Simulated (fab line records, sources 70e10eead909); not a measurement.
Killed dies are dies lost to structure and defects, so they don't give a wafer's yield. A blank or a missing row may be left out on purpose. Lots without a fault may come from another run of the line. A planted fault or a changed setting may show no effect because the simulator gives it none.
Which tool did it? | flow nand_harc | 15 lots, 45 wafers sampled, at 4 steps of a route of 1302

WHAT THE GAUGES READ, wafer by wafer
The record holds no reading of a measuring or inspecting step that can be judged against a usual standard deviation.

WHICH TOOL RAN EACH LOT (tool, then ch and the chambers of the sampled wafers, then the start)
lot  | NHARC_A_CHANNEL_FILL_D2_STRIP_29              | NHARC_A_CHANNEL_FILL_D2_CMP_10 | NHARC_A_STAIRCASE_EXPOSE_163      | NHARC_A_STAIRCASE_DESCUM_168
L748 | rie_diel-12 ch 0,3, day 15 16:02 or earlier   | cmp-01 ch 0,1,3, day 15 16:02  | krf_scanner-01 ch 0, day 15 17:19 | rie_diel-10 ch 1,3, day 15 17:41
L747 | rie_diel-12 ch 1,3, day 15 16:02 or earlier   | cmp-04 ch 0,2, day 15 16:02    | krf_scanner-02 ch 0, day 15 17:38 | rie_diel-10 ch 0,2, day 15 18:01
L749 | rie_diel-13 ch 0,3, day 16 03:11 or earlier   | cmp-04 ch 0,1, day 16 03:11    | krf_scanner-02 ch 0, day 16 04:23 | rie_diel-05 ch 0,1, day 16 04:46
L750 | rie_diel-12 ch 0,2,3, day 16 21:22 or earlier | cmp-04 ch 0,3, day 16 21:22    | krf_scanner-02 ch 0, day 16 22:33 | rie_diel-11 ch 0,1, day 16 22:56
L751 | rie_diel-12 ch 1,2, day 17 04:58 or earlier   | cmp-04 ch 0,1,3, day 17 04:58  | krf_scanner-02 ch 0, day 17 06:07 | rie_diel-11 ch 0,1,3, day 17 06:31
L754 | rie_diel-12 ch 0,2,3, day 18 07:16 or earlier | cmp-03 ch 0,1,2, day 18 07:16  | krf_scanner-01 ch 0, day 18 08:31 | rie_diel-11 ch 1,2, day 18 08:57
L753 | rie_diel-13 ch 1,2, day 18 07:13 or earlier   | cmp-01 ch 0,1,3, day 18 07:13  | krf_scanner-02 ch 0, day 18 08:40 | rie_diel-11 ch 0,3, day 18 09:08
L755 | rie_diel-13 ch 0,1,3, day 18 19:40 or earlier | cmp-04 ch 0,1,3, day 18 19:40  | krf_scanner-04 ch 0, day 18 20:55 | rie_diel-10 ch 0,2, day 18 21:20
L759 | rie_diel-13 ch 2,3, day 20 12:38 or earlier   | cmp-01 ch 0,2,3, day 20 12:38  | krf_scanner-02, day 20 13:46      | rie_diel-11 ch 2,3, day 20 14:07
L758 | rie_diel-12 ch 0,2,3, day 20 12:37 or earlier | cmp-03 ch 0,1, day 20 12:37    | krf_scanner-01, day 20 13:59      | rie_diel-05 ch 0,1,2, day 20 14:22
L761 | rie_diel-13 ch 0,1,3, day 22 00:32 or earlier | cmp-01 ch 2,3, day 22 00:32    | krf_scanner-01, day 22 01:41      | rie_diel-05 ch 1,2,3, day 22 02:04
L765 | rie_diel-12 ch 1,2,3, day 22 15:43 or earlier | cmp-03 ch 1,2,3, day 22 15:43  | krf_scanner-01 ch 0, day 22 17:08 | rie_diel-10 ch 0,1,2, day 22 17:31
L767 | rie_diel-13 ch 0,1,3, day 23 19:19 or earlier | cmp-03 ch 0,1,2, day 23 19:19  | krf_scanner-02 ch 0, day 23 20:50 | rie_diel-11 ch 0,2,3, day 23 21:20
L769 | rie_diel-12 ch 1,2,3, day 24 08:28            | cmp-03 ch 0,2,3, day 24 14:05  | krf_scanner-01 ch 0, day 24 15:32 | rie_diel-10 ch 0,1,3, day 24 15:55
L770 | rie_diel-03 ch 2,3, day 25 01:02 or earlier   | cmp-01 ch 0,1,2, day 25 01:02  | krf_scanner-02 ch 0, day 25 02:19 | rie_diel-11 ch 0,1,3, day 25 02:43
- NHARC_A_CHANNEL_FILL_D2_STRIP_29: strips in O2, time 20 s.
- NHARC_A_CHANNEL_FILL_D2_CMP_10: polishes, target thk 150 nm.
- NHARC_A_STAIRCASE_EXPOSE_163: exposes mask STAIR OPEN.
- NHARC_A_STAIRCASE_DESCUM_168: chemistry O2, time 3 s.

WHAT THE TOOLS THEMSELVES READ (means of the sampled wafers that have a number; where no wafer has one, the mark that the record gives instead)
NHARC_A_CHANNEL_FILL_D2_STRIP_29.
lot  | tool        | drypump_motor_current_A (A) | oes_product_au (a.u.) | rf_vpp_V (V) | showerhead_plenum_p_Torr (Torr) | throttle_valve_pct (%)
L748 | rie_diel-12 | 5.8                         | 0.990                 | 58.1         | 3.51                            | 17.038
L747 | rie_diel-12 | 5.8                         | 1.001                 | 56.4         | 3.42                            | 17.037
L749 | rie_diel-13 | 5.3                         | 1.003                 | 57.7         | 3.56                            | 17.030
L750 | rie_diel-12 | 5.7                         | 0.993                 | 57.1         | 3.49                            | 17.032
L751 | rie_diel-12 | 5.6                         | 1.001                 | 56.9         | 3.39                            | 17.035
L754 | rie_diel-12 | 5.7                         | 1.000                 | 57.7         | 3.49                            | 17.038
L753 | rie_diel-13 | 5.2                         | 0.998                 | 58.1         | 3.60                            | 17.031
L755 | rie_diel-13 | 5.3                         | 0.991                 | 57.7         | 3.62                            | 17.038
L759 | rie_diel-13 | 6.0                         | 0.978                 | 57.6         | 3.51                            | 17.036
L758 | rie_diel-12 | 5.7                         | 1.006                 | 58.2         | 3.49                            | 17.029
L761 | rie_diel-13 | 5.3                         | 1.007                 | 58.6         | 3.62                            | 17.036
L765 | rie_diel-12 | 5.7                         | 1.016                 | 56.9         | 3.40                            | 17.043
L767 | rie_diel-13 | 5.3                         | 1.003                 | 58.8         | 3.62                            | 17.038
L769 | rie_diel-12 | 5.7                         | 1.006                 | 58.4         | 3.40                            | 17.037
L770 | rie_diel-03 | 5.4                         | 1.001                 | 58.5         | 3.65                            | 17.031

NHARC_A_CHANNEL_FILL_D2_CMP_10.
lot  | tool   | motor_current_A (A) | time_to_endpoint_s (s)
L748 | cmp-01 | 11.1                | 11.5
L747 | cmp-04 | 13.0                | 20.0
L749 | cmp-04 | 12.5                | 16.1
L750 | cmp-04 | 11.6                | 18.4
L751 | cmp-04 | 12.2                | 17.4
L754 | cmp-03 | 11.6                | 16.5
L753 | cmp-01 | 11.2                | 14.9
L755 | cmp-04 | 12.3                | 16.6
L759 | cmp-01 | 10.9                | 13.4
L758 | cmp-03 | 12.3                | 11.0
L761 | cmp-01 | 10.6                | 16.6
L765 | cmp-03 | 12.2                | 16.8
L767 | cmp-03 | 12.1                | 16.5
L769 | cmp-03 | 12.7                | 14.5
L770 | cmp-01 | 10.7                | 14.3

NHARC_A_STAIRCASE_EXPOSE_163.
lot  | tool           | exposure_dose_mJ_cm2 | focus_offset_nm (nm) | stage_vel_mm_s (mm/s)
L748 | krf_scanner-01 | 20.032               | -0.4                 | 499.73
L747 | krf_scanner-02 | 20.034               | -0.1                 | 500.13
L749 | krf_scanner-02 | 20.012               | 0.2                  | 499.89
L750 | krf_scanner-02 | 19.991               | 0.3                  | 499.59
L751 | krf_scanner-02 | 20.025               | 0.2                  | 499.96
L754 | krf_scanner-01 | 20.039               | -0.6                 | 500.09
L753 | krf_scanner-02 | 20.024               | 0.2                  | 499.99
L755 | krf_scanner-04 | 20.001               | 0.1                  | 500.03
L759 | krf_scanner-02 | -                    | -                    | -
L758 | krf_scanner-01 | -                    | -                    | -
L761 | krf_scanner-01 | -                    | -                    | -
L765 | krf_scanner-01 | 20.018               | 0.1                  | 500.32
L767 | krf_scanner-02 | 20.013               | 0.1                  | 499.87
L769 | krf_scanner-01 | 20.009               | -0.4                 | 499.81
L770 | krf_scanner-02 | 20.024               | 0.1                  | 500.18

NHARC_A_STAIRCASE_DESCUM_168.
lot  | tool        | drypump_motor_current_A (A) | oes_product_au (a.u.) | rf_vpp_V (V) | showerhead_plenum_p_Torr (Torr) | throttle_valve_pct (%)
L748 | rie_diel-10 | 5.4                         | 0.998                 | 57.8         | 1.89                            | 11.306
L747 | rie_diel-10 | 5.7                         | 1.023                 | 57.7         | 1.90                            | 11.308
L749 | rie_diel-05 | 6.2                         | 1.000                 | 57.9         | 1.98                            | 11.307
L750 | rie_diel-11 | 5.5                         | 1.011                 | 58.0         | 2.05                            | 11.308
L751 | rie_diel-11 | 5.7                         | 0.996                 | 58.1         | 1.99                            | 11.324
L754 | rie_diel-11 | 5.9                         | 0.984                 | 58.3         | 2.05                            | 11.314
L753 | rie_diel-11 | 5.9                         | 1.002                 | 58.4         | 1.94                            | 11.315
L755 | rie_diel-10 | 5.7                         | 0.995                 | 57.3         | 1.89                            | 11.313
L759 | rie_diel-11 | 6.1                         | 0.993                 | 58.3         | 1.99                            | 11.312
L758 | rie_diel-05 | 6.3                         | 1.011                 | 58.7         | 1.89                            | 11.313
L761 | rie_diel-05 | 6.0                         | 1.005                 | 58.3         | 1.87                            | 11.310
L765 | rie_diel-10 | 5.5                         | 0.996                 | 57.4         | 1.90                            | 11.312
L767 | rie_diel-11 | 5.9                         | 0.996                 | 57.9         | 1.97                            | 11.310
L769 | rie_diel-10 | 5.6                         | 0.997                 | 57.9         | 1.96                            | 11.312
L770 | rie_diel-11 | 5.7                         | 1.004                 | 58.0         | 1.97                            | 11.311

THE ANSWER, worked out from the rows above alone
Rule: what is usual is taken from the lots themselves. Put in order of their means at a reading, lots are off if they are a third of the lots or fewer, leave a main group of 4 or more, and stand apart from it by a gap of 3 or more times the standard deviation of the main group's means; of several such gaps the widest counts. A main group whose means are all the same, to the digits that the tables above print for the reading, isn't used. A lot without any number at a reading at which 4 lots or more have one is off too. The other lots that the step has rows for count as sound. The gauges are gone through in route order, then the tools' own readings, and for those a lot's mean is taken as printed above. The first step at which some lot is off is used, and at that step the reading that is off furthest; a lot without a number counts as furthest.
Off: L759, L758, L761, at NHARC_A_STAIRCASE_EXPOSE_163 (exposure_dose_mJ_cm2). Without a number there: L759, L758, L761. The main group: mean 20.018, standard deviation 0.013.
A tool fits if, at that step or a process step before it, it ran every lot that is off, and no sound lot after the first of them. NHARC_A_CHANNEL_FILL_D2_STRIP_29 gives no start for some lots, so the hours and the order of its lots are those of NHARC_A_CHANNEL_FILL_D2_CMP_10. None of those tried fits.

WHAT THE SIMULATOR HAD PUT IN
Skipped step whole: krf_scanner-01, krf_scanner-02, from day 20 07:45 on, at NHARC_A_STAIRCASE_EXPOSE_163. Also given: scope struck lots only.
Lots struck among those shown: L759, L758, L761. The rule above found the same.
